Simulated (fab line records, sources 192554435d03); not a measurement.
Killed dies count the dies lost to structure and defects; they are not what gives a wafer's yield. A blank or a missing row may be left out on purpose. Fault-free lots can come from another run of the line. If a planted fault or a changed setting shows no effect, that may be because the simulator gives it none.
Split-lot experiment || flow n5Finfet || on a route of 1938 steps: 7 lots, 21 wafers read

## ON THE SPLIT
At N5_PASSIVATION_ETCH_59 (etches TaN in Cl2/BCl3, target depth 65 nm, time 34.9 s), the setting timeS was moved away from the recipe's 34.9 s on 7 of the 21 wafers read, by -21.3% to +22.3%. This setting was run at the recipe's value on the other wafers.

The reading comes from the split's own step.

## THE READING
etch.depthNm (the simulator's own value, which no gauge read), in nm, at N5_PASSIVATION_ETCH_59 (etches TaN in Cl2/BCl3, target depth 65 nm, time 34.9 s). There is no usual value for it anywhere in the file. Here, 14 wafers ran the recipe; their average is 65.64 nm with a standard deviation of 1.5 nm.

{"wafer": "L075.2", "tool, chamber at the split": "rieMetal-03, 0", "timeS as run, s": 27.45, "against the recipe": "-21.3%", "etch.depthNm, nm": 51.01, "against lot-mates on the recipe": -14.25}
{"wafer": "L075.3", "tool, chamber at the split": "rieMetal-03, 0", "timeS as run, s": 34.9, "against the recipe": "recipe", "etch.depthNm, nm": 65.26, "against lot-mates on the recipe": "-"}
{"wafer": "L075.6", "tool, chamber at the split": "rieMetal-03, 0", "timeS as run, s": 27.45, "against the recipe": "-21.3%", "etch.depthNm, nm": 51.47, "against lot-mates on the recipe": -13.79}
{"wafer": "L076.3", "tool, chamber at the split": "rieMetal-03, 0", "timeS as run, s": 34.9, "against the recipe": "recipe", "etch.depthNm, nm": 65.78, "against lot-mates on the recipe": "-"}
{"wafer": "L076.4", "tool, chamber at the split": "rieMetal-03, 1", "timeS as run, s": 34.9, "against the recipe": "recipe", "etch.depthNm, nm": 64.52, "against lot-mates on the recipe": "-"}
{"wafer": "L076.5", "tool, chamber at the split": "rieMetal-03, 0", "timeS as run, s": 29.61, "against the recipe": "-15.2%", "etch.depthNm, nm": 55.43, "against lot-mates on the recipe": -9.72}
{"wafer": "L080.2", "tool, chamber at the split": "rieMetal-01, 1", "timeS as run, s": 34.9, "against the recipe": "recipe", "etch.depthNm, nm": 67.73, "against lot-mates on the recipe": "-"}
{"wafer": "L080.5", "tool, chamber at the split": "rieMetal-01, 1", "timeS as run, s": 42.69, "against the recipe": "+22.3%", "etch.depthNm, nm": 82.81, "against lot-mates on the recipe": "+15.08"}
{"wafer": "L080.6", "tool, chamber at the split": "rieMetal-01, 0", "timeS as run, s": 42.69, "against the recipe": "+22.3%", "etch.depthNm, nm": 78.06, "against lot-mates on the recipe": "+10.33"}
{"wafer": "L081.2", "tool, chamber at the split": "rieMetal-01, 0", "timeS as run, s": 34.9, "against the recipe": "recipe", "etch.depthNm, nm": 63.91, "against lot-mates on the recipe": "-"}
{"wafer": "L081.5", "tool, chamber at the split": "rieMetal-01, 1", "timeS as run, s": 34.9, "against the recipe": "recipe", "etch.depthNm, nm": 67.34, "against lot-mates on the recipe": "-"}
{"wafer": "L081.6", "tool, chamber at the split": "rieMetal-01, 0", "timeS as run, s": 34.9, "against the recipe": "recipe", "etch.depthNm, nm": 64.01, "against lot-mates on the recipe": "-"}
{"wafer": "L084.3", "tool, chamber at the split": "rieMetal-02, 0", "timeS as run, s": 34.9, "against the recipe": "recipe", "etch.depthNm, nm": 64.12, "against lot-mates on the recipe": "-"}
{"wafer": "L084.5", "tool, chamber at the split": "rieMetal-02, 0", "timeS as run, s": 34.9, "against the recipe": "recipe", "etch.depthNm, nm": 64.59, "against lot-mates on the recipe": "-"}
{"wafer": "L084.6", "tool, chamber at the split": "rieMetal-02, 1", "timeS as run, s": 34.9, "against the recipe": "recipe", "etch.depthNm, nm": 67.46, "against lot-mates on the recipe": "-"}
{"wafer": "L085.2", "tool, chamber at the split": "rieMetal-02, 1", "timeS as run, s": 34.9, "against the recipe": "recipe", "etch.depthNm, nm": 67.44, "against lot-mates on the recipe": "-"}
{"wafer": "L085.3", "tool, chamber at the split": "rieMetal-02, 1", "timeS as run, s": 32.46, "against the recipe": "-7.0%", "etch.depthNm, nm": 63.1, "against lot-mates on the recipe": -4.48}
{"wafer": "L085.5", "tool, chamber at the split": "rieMetal-02, 1", "timeS as run, s": 34.9, "against the recipe": "recipe", "etch.depthNm, nm": 67.72, "against lot-mates on the recipe": "-"}
{"wafer": "L093.1", "tool, chamber at the split": "rieMetal-02, 1", "timeS as run, s": 40.08, "against the recipe": "+14.8%", "etch.depthNm, nm": 77.73, "against lot-mates on the recipe": "+13.17"}
{"wafer": "L093.3", "tool, chamber at the split": "rieMetal-02, 0", "timeS as run, s": 34.9, "against the recipe": "recipe", "etch.depthNm, nm": 64.59, "against lot-mates on the recipe": "-"}
{"wafer": "L093.5", "tool, chamber at the split": "rieMetal-02, 0", "timeS as run, s": 34.9, "against the recipe": "recipe", "etch.depthNm, nm": 64.54, "against lot-mates on the recipe": "-"}

THE FIT
A straight line over all 21 wafers: etch.depthNm changes by +0.677 nm for each +1% of timeS; r = +0.98; the points scatter about the line by 1.6 nm.
The same after taking each lot's own level away (the mean of its wafers on the recipe; 21 wafers): +0.64 nm for each +1%; r = +0.98; scatter 1.5 nm.
Per that fit: largest timeS move, reading shift of 14 nm.
From 64.565 to 67.730 nm: that is the span of the lots' own levels, equal to 2.1 times the standard deviation above.
The two slopes agree, so the slope changes little with the lot-to-lot level.
Check: with one of the wafers moved furthest among these (+22.3%) left out of the fit, the line predicts +14 nm for it against its lot-mates. Against them it came out at +15.1 nm.

## FURTHER SPLITS ON THESE WAFERS
Note: prior to the reading, these wafers also went through further splits. Each is held against what the fit with the lots' levels taken away leaves over:
{"other split on the same wafers": "N5_BEOL_M14_EXPOSE_25 doseMj", "wafers away from the commonest value": 2, "r with etch.depthNm (lot level and that fit taken away)": -0.03}
{"other split on the same wafers": "N5_BEOL_M14_SPUTTER_44 timeS", "wafers away from the commonest value": 4, "r with etch.depthNm (lot level and that fit taken away)": -0.33}
{"other split on the same wafers": "N5_BEOL_M15_SPUTTER_43 powerW", "wafers away from the commonest value": 10, "r with etch.depthNm (lot level and that fit taken away)": "+0.06"}

## FILE'S OWN FIT
etch.depthNm changes by +0.659 nm for each +1% of timeS, r = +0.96.
